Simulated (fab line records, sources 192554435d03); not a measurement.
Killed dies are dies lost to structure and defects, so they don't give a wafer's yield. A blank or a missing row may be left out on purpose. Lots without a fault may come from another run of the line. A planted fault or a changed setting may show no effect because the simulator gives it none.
fab line records | flow n5_finfet
record lots=24 wafers=72 last_day=20
route steps=1938 shown BEOL_M14@1761 BEOL_M15@1808 MIM_TOP@1837 MIM_TOP_LITHO@1849 MIM_TOP_ETCH@1852
lots that met no fault: from a run of the same line without faults
start_h: hours from the record's first day to the start of the lot's first wafer shown | wait_h: hours since the lot's step before | " the same as in the row above | L1.1+2: a row that stands for several wafers | - no value, or no start given | * or withheld: withheld | < > ~ a bound
route shown NAME@n: a module of which the file shows steps, and the number in the route of the first | usual: mean/standard deviation of fault-free wafers | same: alike in all rows | chamber/n: place in a boat | sites: the reading at each site | _std_site: their standard deviation | _edge_site: outer sites' mean less inner sites' | radius_mm: how far each site lies from the wafer's centre | mask NAME#n: copy n | behind: the tool/chamber that last shaped the wafer | hold: why the lot was held/for how many hours/how that ended | device: the transistor (n, p or np) that didn't switch | end of line: the same wafers' tests at the end of the route | a step without rows: its recipe alone | killed: dies lost to structure and defects at the first sort, not the wafer's yield | map: a wafer's dies, x killed, . not, _ none there
set.NAME: the setting as run; set.NAME@STEP: as run at that earlier step | model.NAME: the simulator's own value behind a step, which no gauge read
steps of the route over a sample of lots; a table a step, a row a wafer
services: from which hour (start_h, from the record's first day; less than 0 if before it) a tool's chamber was out of use, for how many hours, and why
## steps
# step N5_BEOL_M14_PRE_CLEAN_42
# recipe gas=H2/He time_s=30 temp_c=300
# usual heater_power_w=458/32
# columns lot.wafer tool chamber start_h wait_h heater_power_w
L074.2 pvd_sputter-03 - 276.88 0.0 450
L074.3 " - " " 457
L074.5 " - " " 466
L075.3 pvd_sputter-03 - 296.62 0.0 457
L075.5 " - " " 456
L075.6 " - " " 501
L078.1 pvd_sputter-03 - 302.94 0.0 442
L078.3 " - " " 495
L078.6 " - " " 433
L076.1 pvd_sputter-03 - 313.41 0.0 452
L076.4 " - " " 439
L076.5 " - " " 446
L077.1 pvd_sputter-01 - 314.18 0.0 479
L077.4 " - " " 413
L077.5 " - " " 474
L079.1 pvd_sputter-03 - 324.49 0.0 491
L079.4 " - " " 459
L079.6 " - " " 455
L083.2 pvd_sputter-01 - 326.06 0.0 507
L083.5 " - " " 429
L083.6 " - " " 499
L082.2 pvd_sputter-03 - 329.21 0.0 469
L082.4 " - " " 429
L082.5 " - " " 499
L080.1 pvd_sputter-01 - 338.38 0.0 407
L080.3 " - " " 475
L080.6 " - " " 514
L084.1 pvd_sputter-02 - 351.92 0.0 440
L084.4 " - " " 402
L084.6 " - " " 392
L081.2 pvd_sputter-03 - 355.33 0.0 491
L081.3 " - " " 480
L081.4 " - " " 443
L085.1 pvd_sputter-01 - 359.27 0.0 477
L085.2 " - " " 415
L085.4 " - " " 475
L088.1 pvd_sputter-03 - 368.62 0.0 430
L088.2 " - " " 512
L088.6 " - " " 443
L087.1 pvd_sputter-02 - 372.65 0.0 501
L087.2 " - " " 406
L087.4 " - " " 416
L089.1 pvd_sputter-01 - 377.53 0.0 480
L089.2 " - " " 417
L089.6 " - " " 480
L086.2 pvd_sputter-02 - 384.77 0.0 396
L086.4 " - " " 485
L086.6 " - " " 424
L091.1 pvd_sputter-01 - 384.81 0.0 422
L091.4 " - " " 479
L091.5 " - " " 508
L093.3 pvd_sputter-02 - 406.48 0.0 433
L093.4 " - " " 482
L093.6 " - " " 450
L092.1 pvd_sputter-03 - 415.08 0.0 495
L092.3 " - " " 439
L092.5 " - " " 504
L094.4 pvd_sputter-02 - 426.39 0.0 396
L094.5 " - " " 465
L094.6 " - " " 420
L090.1 pvd_sputter-03 - 447.34 0.0 445
L090.3 " - " " 495
L090.5 " - " " 505
L097.1 pvd_sputter-02 - 453.76 0.0 398
L097.4 " - " " 492
L097.6 " - " " 482
L096.2 pvd_sputter-03 - 454.38 0.0 450
L096.3 " - " " 507
L096.4 " - " " 441
L095.2 pvd_sputter-02 - 464.96 0.0 399
L095.4 " - " " 484
L095.5 " - " " 427
# step N5_BEOL_M15_ETCH_61
# recipe chemistry=N2/H2 target=BARC target_depth_a=890 overetch_a=267 time_s=67.9 ion_energy_ev=200 pressure_mtorr=30 source_w=840 bias_w=150 n2_flow_sccm=200 h2_flow_sccm=200
# usual bias_w=150.1/0.44 drypump_motor_current_A=5.6/0.38 oes_product_au=0.67/0.066 rf_vpp_V=523.5/2.7 showerhead_plenum_p_Torr=2.53/0.086 throttle_valve_pct=17.88/0.25
# columns lot.wafer tool chamber start_h wait_h bias_w drypump_motor_current_A oes_product_au rf_hours_counter_h rf_vpp_V showerhead_plenum_p_Torr throttle_valve_pct
L074.2 rie_diel-03 3 280.69 0.0 149.8 4.9 0.63 198 525.5 2.63 18.31
L074.3 " 2 " " 149.7 5.4 0.58 248 524.5 2.60 17.99
L074.5 " 1 " " 150.0 6.4 0.64 - 524.0 2.52 17.80
L075.3 rie_diel-06 1 301.06 0.0 150.0 5.4 0.69 96 524.8 2.55 17.70
L075.5 " 1 " " 150.0 5.4 0.69 - 524.9 2.55 17.71
L075.6 " 2 " " 150.1 5.9 0.66 - 517.6 2.35 18.00
L078.1 rie_diel-06 3 306.80 0.0 149.1 5.8 0.59 231 523.3 2.51 18.01
L078.3 " 0 " " 149.6 5.5 0.75 52 520.4 2.48 17.57
L078.6 " 1 " " 150.2 5.4 0.69 - 522.6 2.55 17.71
L076.1 rie_diel-03 3 316.91 0.0 150.5 4.9 0.61 211 526.3 2.62 18.33
L076.4 " 1 " " 150.4 6.5 0.63 195 522.1 2.52 17.83
L076.5 " 2 " " 149.5 5.4 0.81 - 526.9 2.59 17.47
L077.1 rie_diel-02 2 318.34 0.0 150.1 5.5 0.61 221 523.3 2.49 17.92
L077.4 " 1 " " 151.2 5.4 0.68 109 527.1 2.66 17.66
L077.5 " 3 " " 150.6 5.7 0.61 - 519.4 2.39 17.99
L079.1 rie_diel-03 3 328.59 0.0 150.2 4.9 0.62 215 526.7 2.62 18.35
L079.4 " 0 " " 149.9 6.0 0.69 78 525.8 2.61 18.14
L079.6 " 2 " " 149.8 5.4 0.79 - 527.1 2.59 17.51
L083.2 rie_diel-02 2 329.81 0.0 150.4 5.5 0.61 226 522.1 2.49 17.92
L083.5 " 2 " " 150.0 5.5 0.61 - 522.6 2.49 17.93
L083.6 " 3 " " 149.5 5.6 0.61 - 519.8 2.39 18.01
L082.2 rie_diel-02 0 333.02 0.0 150.3 5.5 0.66 146 521.1 2.46 17.96
L082.4 " 2 " " 150.5 5.5 0.61 227 523.1 2.49 17.93
L082.5 " 3 " " 150.3 5.6 0.61 - 521.0 2.39 18.00
L080.1 rie_diel-06 1 342.39 0.0 150.4 5.4 0.68 111 523.5 2.54 17.73
L080.3 " 0 " " 149.8 5.5 0.73 66 522.3 2.47 17.60
L080.6 " 1 " " 149.8 5.4 0.68 - 524.9 2.54 17.73
L084.1 rie_diel-06 0 355.65 0.0 149.8 5.5 0.72 71 523.2 2.47 17.62
L084.4 " 1 " " 150.2 5.4 0.68 - 523.3 2.54 17.75
L084.6 " 0 " " 149.6 5.5 0.73 - 521.1 2.47 17.61
L081.2 rie_diel-06 1 359.37 0.0 150.5 5.4 0.67 117 525.2 2.54 17.73
L081.3 " 0 " " 150.2 5.5 0.72 72 522.7 2.47 17.60
L081.4 " 1 " " 150.3 5.4 0.68 - 523.8 2.54 17.74
L085.1 rie_diel-02 1 362.92 0.0 150.5 5.4 0.67 121 527.4 2.65 17.67
L085.2 " 0 " " 150.5 5.5 0.65 155 520.4 2.46 17.97
L085.4 " 0 " " 149.6 5.5 0.65 - 521.5 2.46 17.96
L088.1 rie_diel-03 0 372.34 0.0 150.6 6.0 0.69 91 523.4 2.60 18.14
L088.2 " 3 " " 149.2 4.9 0.61 227 525.7 2.62 18.36
L088.6 " 1 " " 150.1 6.5 0.62 - 523.6 2.51 17.87
L087.1 rie_diel-02 1 376.41 0.0 149.7 5.4 0.67 125 525.6 2.65 17.68
L087.2 " 2 " " 150.3 5.5 0.60 242 522.5 2.49 17.95
L087.4 " 0 " " 150.2 5.5 0.65 160 519.7 2.45 17.96
L089.1 rie_diel-02 2 381.08 0.0 150.1 5.5 0.60 243 522.2 2.48 17.94
L089.2 " 3 " " 150.0 5.6 0.80 4 530.5 2.70 17.61
L089.6 " 3 " " 150.0 5.6 0.81 - 529.7 2.70 17.60
L086.2 rie_diel-06 1 388.91 0.0 150.2 5.4 0.67 130 524.1 2.53 17.76
L086.4 " 0 " " 150.0 5.5 0.70 85 521.2 2.47 17.64
L086.6 " 1 " " 150.3 5.4 0.66 - 523.5 2.53 17.76
L091.1 rie_diel-06 1 389.19 0.0 150.6 5.4 0.67 130 523.1 2.53 17.77
L091.4 " 2 " " 149.5 5.9 0.64 155 517.3 2.35 18.04
L091.5 " 1 " " 150.2 5.4 0.66 - 522.8 2.53 17.76
L093.3 rie_diel-03 0 410.29 0.0 151.1 6.0 0.69 95 524.9 2.60 18.19
L093.4 " 3 " " 150.2 4.9 0.61 230 526.1 2.62 18.36
L093.6 " 0 " " 150.1 6.0 0.68 - 524.6 2.60 18.19
L092.1 rie_diel-03 1 418.65 0.0 150.4 6.5 0.62 216 522.7 2.51 17.86
L092.3 " 3 " " 150.5 4.9 0.61 233 526.7 2.62 18.37
L092.5 " 1 " " 150.0 6.5 0.62 - 522.5 2.51 17.86
L094.4 rie_diel-03 2 430.10 0.0 150.4 5.4 0.75 29 524.8 2.58 17.51
L094.5 " 0 " " 151.1 6.0 0.68 - 525.3 2.60 18.18
L094.6 " 3 " " 150.4 4.9 0.61 - 526.8 2.61 18.38
L090.1 rie_diel-03 3 450.92 0.0 150.0 4.9 0.60 243 526.1 2.61 18.39
L090.3 " 0 " " 150.1 6.0 0.67 107 523.3 2.60 18.21
L090.5 " 2 " " 150.0 5.4 0.73 - 524.9 2.58 17.54
L097.1 rie_diel-02 2 457.50 0.0 150.8 5.5 0.84 7 522.6 2.48 17.67
L097.4 " 0 " " 150.5 5.5 0.64 - 518.6 2.44 18.02
L097.6 " 2 " " 150.2 5.5 0.83 - 522.9 2.48 17.67
L096.2 rie_diel-03 2 458.40 0.0 150.1 5.4 0.74 39 525.7 2.58 17.54
L096.3 " 1 " " 149.5 6.5 0.61 222 523.7 2.51 17.89
L096.4 " 0 " " 149.5 6.0 0.67 111 525.2 2.60 18.21
L095.2 rie_diel-06 1 468.73 0.0 149.0 5.4 0.65 151 524.5 2.52 17.81
L095.4 " 3 " " 150.3 5.8 0.77 21 520.9 2.49 17.68
L095.5 " 2 " " 150.8 5.9 0.63 - 518.0 2.34 18.07
# step N5_BEOL_M15_STRIP_36
# recipe chemistry=O2 power_w=600 temp_c=60 pressure_mtorr=30 rf_frequency_hz=6e+07 bias_power_w=0 overash_fraction=0.3 o2_flow_sccm=225
# usual drypump_motor_current_A=5.6/0.34 oes_product_au=0.79/0.08 rf_vpp_V=3.6/0.89 showerhead_plenum_p_Torr=2.09/0.073 throttle_valve_pct=16.68/0.19
# same bias_power_w=0
# columns lot.wafer tool chamber start_h wait_h drypump_motor_current_A oes_product_au rf_hours_counter_h rf_vpp_V showerhead_plenum_p_Torr throttle_valve_pct
L074.2 rie_diel-06 0 283.79 2.9 5.5 0.87 46 4.3 2.08 16.51
L074.3 " 3 " " 5.8 0.69 225 3.9 2.04 16.76
L074.5 " 0 " " 5.5 0.87 - 2.1 2.08 16.55
L075.3 rie_diel-06 1 302.95 1.6 5.4 0.83 97 2.0 2.11 16.68
L075.5 " 3 " " 5.8 0.68 - 2.6 2.04 16.80
L075.6 " 0 " " 5.5 0.87 - 4.0 2.08 16.56
L078.1 rie_diel-03 1 314.05 7.0 6.5 0.76 194 3.1 2.11 16.93
L078.3 " 3 " " 4.9 0.71 210 3.7 2.16 17.02
L078.6 " 3 " " 4.9 0.72 - 4.1 2.16 17.02
L076.1 rie_diel-03 0 317.63 0.5 6.0 0.82 76 3.4 2.13 16.65
L076.4 " 3 " " 4.9 0.71 211 3.7 2.16 17.04
L076.5 " 3 " " 4.9 0.73 - 3.6 2.16 17.01
L077.1 rie_diel-03 2 321.20 2.6 5.4 0.94 5 4.7 2.18 16.49
L077.4 " 1 " " 6.4 0.74 196 3.9 2.11 16.91
L077.5 " 1 " " 6.4 0.74 - 2.0 2.11 16.92
L079.1 rie_diel-06 3 328.90 0.1 5.8 0.67 238 5.8 2.04 16.78
L079.4 " 1 " " 5.4 0.80 105 3.8 2.10 16.66
L079.6 " 2 " " 5.9 0.76 - 3.0 1.95 16.84
L083.2 rie_diel-02 3 330.22 0.2 5.7 0.71 244 4.1 1.95 16.79
L083.5 " 3 " " 5.7 0.71 - 2.3 1.95 16.78
L083.6 " 0 " " 5.5 0.77 - 4.3 2.01 16.61
L082.2 rie_diel-02 2 334.70 1.4 5.5 0.70 227 2.8 2.08 16.88
L082.4 " 3 " " 5.7 0.70 245 4.9 1.95 16.80
L082.5 " 1 " " 5.4 0.81 - 3.2 2.19 16.46
L080.1 rie_diel-06 3 344.85 2.2 5.8 0.69 244 3.2 2.04 16.80
L080.3 " 0 " " 5.5 0.84 67 3.1 2.07 16.54
L080.6 " 1 " " 5.3 0.80 - 3.3 2.10 16.69
L084.1 rie_diel-03 2 358.69 2.8 5.4 0.88 15 3.5 2.17 16.55
L084.4 " 0 " " 6.0 0.80 87 3.7 2.12 16.63
L084.6 " 1 " " 6.4 0.72 - 3.5 2.11 16.97
L081.2 rie_diel-02 1 361.84 2.2 5.4 0.80 120 3.0 2.19 16.48
L081.3 " 2 " " 5.5 0.70 236 2.3 2.08 16.86
L081.4 " 1 " " 5.4 0.81 - 3.1 2.19 16.48
L085.1 rie_diel-02 2 364.59 1.4 5.6 0.69 238 4.2 2.08 16.88
L085.2 " 0 " " 5.5 0.77 156 3.5 2.01 16.61
L085.4 " 2 " " 5.5 0.70 - 3.9 2.08 16.86
L088.1 rie_diel-02 1 377.05 4.5 5.5 0.79 126 3.7 2.19 16.51
L088.2 " 3 " " 5.6 0.96 3 3.2 2.21 16.36
L088.6 " 0 " " 5.5 0.76 - 3.7 2.01 16.62
L087.1 rie_diel-06 0 377.18 0.5 5.5 0.83 79 2.2 2.07 16.59
L087.2 " 1 " " 5.3 0.79 125 4.4 2.10 16.78
L087.4 " 2 " " 5.8 0.75 - 3.1 1.95 16.86
L089.1 rie_diel-02 3 384.19 2.9 5.7 0.94 5 4.4 2.20 16.38
L089.2 " 1 " " 5.4 0.79 128 4.8 2.19 16.51
L089.6 " 0 " " 5.5 0.75 - 5.4 2.01 16.63
L086.2 rie_diel-02 0 401.04 11.9 5.5 0.75 169 3.2 2.01 16.66
L086.4 " 2 " " 5.6 0.68 250 3.2 2.07 16.90
L086.6 " 3 " " 5.7 0.92 - 2.5 2.20 16.36
L091.1 rie_diel-06 0 401.37 11.9 5.5 0.81 89 2.2 2.06 16.59
L091.4 " 2 " " 5.9 0.75 159 3.9 1.95 16.85
L091.5 " 2 " " 5.9 0.75 - 3.7 1.95 16.86
L093.3 rie_diel-06 1 414.27 3.7 5.4 0.77 139 3.5 2.09 16.79
L093.4 " 3 " " 5.8 0.95 9 3.0 2.03 16.41
L093.6 " 3 " " 5.8 0.95 - 5.0 2.03 16.42
L092.1 rie_diel-06 1 421.56 2.7 5.3 0.77 141 4.7 2.09 16.76
L092.3 " 3 " " 5.8 0.95 11 3.3 2.03 16.41
L092.5 " 3 " " 5.8 0.94 - 3.5 2.03 16.37
L094.4 rie_diel-03 1 434.83 4.5 6.5 0.71 221 3.4 2.10 16.98
L094.5 " 1 " " 6.5 0.72 - 4.0 2.10 17.00
L094.6 " 2 " " 5.4 0.86 - 4.0 2.17 16.54
L090.1 rie_diel-03 0 453.16 2.0 6.0 0.79 108 2.9 2.11 16.69
L090.3 " 2 " " 5.4 0.85 36 4.6 2.17 16.58
L090.5 " 2 " " 5.4 0.85 - 5.0 2.17 16.54
L097.1 rie_diel-03 1 457.78 0.0 6.5 0.74 222 3.7 2.10 17.00
L097.4 " 3 " " 4.9 0.71 246 2.9 2.15 17.06
L097.6 " 0 " " 6.0 0.79 - 2.4 2.11 16.67
L096.2 rie_diel-02 2 459.48 0.8 5.5 0.97 9 4.2 2.07 16.53
L096.3 " 3 " " 5.7 0.90 27 2.9 2.20 16.37
L096.4 " 2 " " 5.5 0.98 - 3.2 2.07 16.51
L095.2 rie_diel-02 0 469.21 0.2 5.5 0.73 189 4.3 2.00 16.69
L095.4 " 3 " " 5.7 0.87 31 4.3 2.20 16.39
L095.5 " 2 " " 5.6 0.97 - 2.5 2.07 16.55
# step N5_MIM_TOP_DEGAS_04
# recipe ambient=vacuum temp_c=300 time_s=60
# usual heater_power_w=455/30
# columns lot.wafer tool chamber start_h wait_h heater_power_w
L074.2 pvd_sputter-01 - 289.17 - 420
L074.3 " - " " 484
L074.5 " - " " 423
L075.3 pvd_sputter-03 - 308.10 - 458
L075.5 " - " " 462
L075.6 " - " " 450
L078.1 pvd_sputter-03 - 322.45 - 456
L078.3 " - " " 500
L078.6 " - " " 452
L076.1 pvd_sputter-02 - 322.81 - 427
L076.4 " - " " 439
L076.5 " - " " 484
L077.1 pvd_sputter-02 - 326.08 - 456
L077.4 " - " " 430
L077.5 " - " " 440
L079.1 pvd_sputter-02 - 333.58 - 484
L079.4 " - " " 428
L079.6 " - " " 444
L083.2 pvd_sputter-02 - 335.92 - 430
L083.5 " - " " 440
L083.6 " - " " 483
L082.2 pvd_sputter-01 - 338.90 - 472
L082.4 " - " " 505
L082.5 " - " " 504
L080.1 pvd_sputter-02 - 349.30 - 458
L080.3 " - " " 494
L080.6 " - " " 439
L084.1 pvd_sputter-03 - 364.51 - 497
L084.4 " - " " 439
L084.6 " - " " 437
L081.2 pvd_sputter-02 - 365.74 - 409
L081.3 " - " " 492
L081.4 " - " " 454
L085.1 pvd_sputter-03 - 368.90 - 449
L085.2 " - " " 431
L085.4 " - " " 475
L088.1 pvd_sputter-03 - 385.13 - 428
L088.2 " - " " 507
L088.6 " - " " 461
L087.1 pvd_sputter-02 - 387.47 - 430
L087.2 " - " " 489
L087.4 " - " " 399
L089.1 pvd_sputter-03 - 388.33 - 459
L089.2 " - " " 494
L089.6 " - " " 474
L086.2 pvd_sputter-03 - 406.35 - 497
L086.4 " - " " 475
L086.6 " - " " 498
L091.1 pvd_sputter-03 - 407.29 - 444
L091.4 " - " " 467
L091.5 " - " " 441
L093.3 pvd_sputter-02 - 421.54 - 486
L093.4 " - " " 398
L093.6 " - " " 392
L092.1 pvd_sputter-03 - 426.79 - 480
L092.3 " - " " 505
L092.5 " - " " 435
L094.4 pvd_sputter-03 - 447.88 - 434
L094.5 " - " " 445
L094.6 " - " " 473
L090.1 pvd_sputter-03 - 458.30 - 499
L090.3 " - " " 473
L090.5 " - " " 450
L097.1 pvd_sputter-02 - 467.20 - 406
L097.4 " - " " 397
L097.6 " - " " 402
L096.2 pvd_sputter-02 - 467.32 - 428
L096.3 " - " " 414
L096.4 " - " " 399
L095.2 pvd_sputter-03 - 478.56 - 465
L095.4 " - " " 448
L095.5 " - " " 509
# step N5_MIM_TOP_LITHO_INSPECT_12
# recipe mode=adi inspect_instrument=macro
# usual raw_defect_count=1.9/1.4
# columns lot.wafer tool chamber start_h wait_h raw_defect_count
L074.2 defect_inspect-01 - 289.65 0.0 1
L074.3 " - " " 3
L074.5 " - " " 1
L075.3 defect_inspect-01 - 308.71 0.0 0
L075.5 " - " " 3
L075.6 " - " " 2
L078.1 defect_inspect-02 - 322.93 0.0 5
L078.3 " - " " 1
L078.6 " - " " 0
L076.1 defect_inspect-02 - 323.43 0.0 0
L076.4 " - " " 2
L076.5 " - " " 2
L077.1 defect_inspect-02 - 326.56 0.0 3
L077.4 " - " " 3
L077.5 " - " " 1
L079.1 defect_inspect-02 - 334.06 0.0 0
L079.4 " - " " 4
L079.6 " - " " 3
L083.2 defect_inspect-01 - 336.53 0.0 0
L083.5 " - " " 5
L083.6 " - " " 1
L082.2 defect_inspect-02 - 339.51 0.0 1
L082.4 " - " " 1
L082.5 " - " " 2
L080.1 defect_inspect-02 - 349.78 0.0 4
L080.3 " - " " 1
L080.6 " - " " 1
L084.1 defect_inspect-01 - 365.12 0.0 1
L084.4 " - " " 0
L084.6 " - " " 2
L081.2 defect_inspect-02 - 366.23 0.0 2
L081.3 " - " " 0
L081.4 " - " " 1
L085.1 defect_inspect-01 - 369.39 0.0 4
L085.2 " - " " 1
L085.4 " - " " 2
L088.1 defect_inspect-02 - 385.74 0.0 0
L088.2 " - " " 2
L088.6 " - " " 5
L087.1 defect_inspect-01 - 388.08 0.0 2
L087.2 " - " " 1
L087.4 " - " " 1
L089.1 defect_inspect-01 - 388.97 0.0 1
L089.2 " - " " 6
L089.6 " - " " 2
L086.2 defect_inspect-02 - 406.96 0.0 2
L086.4 " - " " 0
L086.6 " - " " 1
L091.1 defect_inspect-01 - 407.90 0.0 2
L091.4 " - " " 0
L091.5 " - " " 2
L093.3 defect_inspect-02 - 422.04 0.0 2
L093.4 " - " " 1
L093.6 " - " " 1
L092.1 defect_inspect-02 - 427.28 0.0 3
L092.3 " - " " 3
L092.5 " - " " 1
L094.4 defect_inspect-02 - 448.38 0.0 4
L094.5 " - " " 2
L094.6 " - " " 2
L090.1 defect_inspect-01 - 458.80 0.0 2
L090.3 " - " " 2
L090.5 " - " " 1
L097.1 defect_inspect-01 - 467.69 0.0 3
L097.4 " - " " 1
L097.6 " - " " 1
L096.2 defect_inspect-02 - 467.93 0.0 1
L096.3 " - " " 1
L096.4 " - " " 2
L095.2 defect_inspect-01 - 479.19 0.0 3
L095.4 " - " " 2
L095.5 " - " " 1
# step N5_MIM_TOP_ETCH_STRIP_01
# recipe chemistry=O2 power_w=600 temp_c=60 pressure_mtorr=30 rf_frequency_hz=6e+07 bias_power_w=0 overash_fraction=0.5 o2_flow_sccm=225
# usual drypump_motor_current_A=5.6/0.34 oes_product_au=0.78/0.079 rf_vpp_V=3.7/1.3 showerhead_plenum_p_Torr=2.08/0.071 throttle_valve_pct=16.71/0.19
# same bias_power_w=0
# columns lot.wafer tool chamber start_h wait_h drypump_motor_current_A oes_product_au rf_hours_counter_h rf_vpp_V showerhead_plenum_p_Torr throttle_valve_pct
L074.2 rie_diel-02 3 290.03 0.2 5.6 0.72 230 4.6 1.95 16.74
L074.3 " 2 " " 5.5 0.73 211 4.7 2.09 16.82
L074.5 " 2 " " 5.5 0.71 - 4.8 2.09 16.85
L075.3 rie_diel-06 2 308.97 0.1 5.9 0.76 139 4.3 1.95 16.85
L075.5 " 0 " " 5.5 0.86 - 2.2 2.08 16.53
L075.6 " 3 " " 5.8 0.68 - 3.4 2.04 16.80
L078.1 rie_diel-02 2 323.26 0.1 5.5 0.71 222 4.7 2.08 16.84
L078.3 " 0 " " 5.5 0.79 142 2.3 2.02 16.58
L078.6 " 0 " " 5.5 0.78 - 4.6 2.02 16.63
L076.1 rie_diel-02 3 323.70 0.1 5.6 0.69 240 4.6 1.95 16.80
L076.4 " 0 " " 5.5 0.76 - 4.6 2.02 16.58
L076.5 " 2 " " 5.6 0.71 - 4.7 2.08 16.81
L077.1 rie_diel-03 3 326.92 0.2 4.9 0.71 214 5.4 2.16 16.99
L077.4 " 1 " " 6.4 0.74 197 3.5 2.11 16.89
L077.5 " 1 " " 6.4 0.73 - 2.6 2.11 16.96
L079.1 rie_diel-03 2 334.42 0.2 5.4 0.90 10 3.4 2.18 16.51
L079.4 " 0 " " 6.0 0.82 80 3.1 2.13 16.65
L079.6 " 0 " " 6.0 0.80 - 2.9 2.12 16.66
L083.2 rie_diel-06 1 336.79 0.1 5.3 0.81 108 0.9 2.10 16.68
L083.5 " 0 " " 5.5 0.86 - 3.9 2.07 16.58
L083.6 " 1 " " 5.4 0.79 - 7.0 2.10 16.72
L082.2 rie_diel-06 0 339.77 0.1 5.5 0.84 64 5.7 2.07 16.51
L082.4 " 0 " " 5.5 0.86 - 1.7 2.07 16.58
L082.5 " 1 " " 5.4 0.82 - 1.5 2.10 16.73
L080.1 rie_diel-02 2 350.08 0.1 5.5 0.70 232 2.9 2.08 16.88
L080.3 " 0 " " 5.5 0.76 151 4.8 2.01 16.63
L080.6 " 1 " " 5.4 0.81 - 1.8 2.19 16.47
L084.1 rie_diel-03 1 366.06 0.2 6.5 0.73 208 5.2 2.11 16.95
L084.4 " 2 " " 5.4 0.90 18 2.7 2.17 16.53
L084.6 " 0 " " 6.0 0.80 - 4.5 2.12 16.68
L081.2 rie_diel-03 0 367.43 0.1 6.0 0.80 90 0.9 2.12 16.63
L081.3 " 3 " " 5.0 0.70 226 3.2 2.15 17.02
L081.4 " 2 " " 5.4 0.88 18 5.5 2.17 16.56
L085.1 rie_diel-06 0 370.19 0.1 5.5 0.86 76 5.2 2.07 16.56
L085.2 " 3 " " 5.8 0.66 253 2.3 2.03 16.85
L085.4 " 0 " " 5.5 0.83 - 7.0 2.07 16.60
L088.1 rie_diel-02 2 386.08 0.2 5.5 0.69 245 2.1 2.08 16.88
L088.2 " 1 " " 5.4 0.79 129 2.8 2.19 16.52
L088.6 " 1 " " 5.4 0.79 - 4.1 2.18 16.48
L087.1 rie_diel-06 2 388.69 0.4 5.9 0.73 154 2.4 1.95 16.92
L087.2 " 0 " " 5.5 0.83 85 4.5 2.07 16.61
L087.4 " 3 " " 5.8 0.98 1 3.0 2.03 16.39
L089.1 rie_diel-02 2 389.24 0.1 5.5 0.68 246 4.1 2.08 16.88
L089.2 " 1 " " 5.4 0.78 131 5.8 2.19 16.49
L089.6 " 1 " " 5.5 0.80 - 2.7 2.18 16.42
L086.2 rie_diel-03 1 407.44 0.1 6.5 0.75 213 2.9 2.11 16.95
L086.4 " 3 " " 4.9 0.71 229 4.4 2.15 17.02
L086.6 " 2 " " 5.4 0.89 - 4.6 2.17 16.48
L091.1 rie_diel-03 0 408.17 0.1 6.0 0.81 94 4.8 2.12 16.62
L091.4 " 2 " " 5.4 0.88 22 3.4 2.17 16.52
L091.5 " 0 " " 6.0 0.79 - 4.2 2.12 16.67
L093.3 rie_diel-06 3 422.50 0.1 5.8 0.93 11 2.2 2.03 16.40
L093.4 " 1 " " 5.4 0.77 141 4.6 2.09 16.77
L093.6 " 2 " " 5.9 0.74 - 1.3 1.94 16.88
L092.1 rie_diel-06 1 427.55 0.1 5.4 0.77 143 5.0 2.09 16.78
L092.3 " 0 " " 5.5 0.82 97 6.0 2.06 16.58
L092.5 " 2 " " 5.9 0.74 - 3.2 1.94 16.87
L094.4 rie_diel-02 3 448.64 0.1 5.7 0.88 22 2.9 2.20 16.40
L094.5 " 2 " " 5.5 1.00 - 3.1 2.07 16.51
L094.6 " 1 " " 5.4 0.76 - 5.2 2.18 16.48
L090.1 rie_diel-06 1 459.15 0.1 5.4 0.77 149 3.8 2.09 16.83
L090.3 " 0 " " 5.5 0.82 104 3.7 2.06 16.63
L090.5 " 2 " " 5.8 0.75 - 3.0 1.94 16.89
L097.1 rie_diel-03 0 468.16 0.1 6.0 0.80 113 3.5 2.11 16.66
L097.4 " 2 " " 5.4 0.84 41 3.8 2.17 16.51
L097.6 " 3 " " 4.9 0.68 - 1.2 2.14 17.11
L096.2 rie_diel-06 0 468.26 0.1 5.5 0.80 106 4.7 2.06 16.60
L096.3 " 3 " " 5.8 0.91 21 3.1 2.03 16.44
L096.4 " 2 " " 5.8 0.73 175 4.0 1.94 16.91
L095.2 rie_diel-06 1 480.34 0.1 5.4 0.75 156 2.1 2.08 16.79
L095.4 " 2 " " 5.9 0.72 179 4.4 1.94 16.86
L095.5 " 2 " " 5.8 0.72 - 3.0 1.94 16.95
## services
# columns tool chamber start_h hours kind
rie_diel-03 2 285.40 - clean
rie_diel-03 2 285.40 - consumable_replace:focus_ring
rie_diel-03 2 285.40 16.3 scheduled_down
rie_diel-03 2 285.40 16.3 vent_cycle
rie_diel-06 2 331.76 38.5 repair
rie_diel-02 3 351.50 - clean
rie_diel-02 3 351.50 - consumable_replace:focus_ring
rie_diel-02 3 351.50 - consumable_replace:showerhead
rie_diel-02 3 351.50 17.3 scheduled_down
rie_diel-02 3 351.50 17.3 vent_cycle
rie_diel-06 3 370.23 - clean
rie_diel-06 3 370.23 - consumable_replace:focus_ring
rie_diel-06 3 370.23 16.8 scheduled_down
rie_diel-06 3 370.23 16.8 vent_cycle
rie_diel-03 - 377.95 28.1 pm
rie_diel-02 - 383.26 0.5 repair
pvd_sputter-01 - 393.50 73.0 repair
rie_diel-02 2 402.09 - clean
rie_diel-02 2 402.09 - consumable_replace:focus_ring
rie_diel-02 2 402.09 24.7 scheduled_down
pvd_sputter-02 - 431.19 14.6 repair
rie_diel-03 1 436.31 21.0 repair
rie_diel-06 - 440.85 5.4 repair
rie_diel-02 1 457.33 10.4 repair
## key
fault none
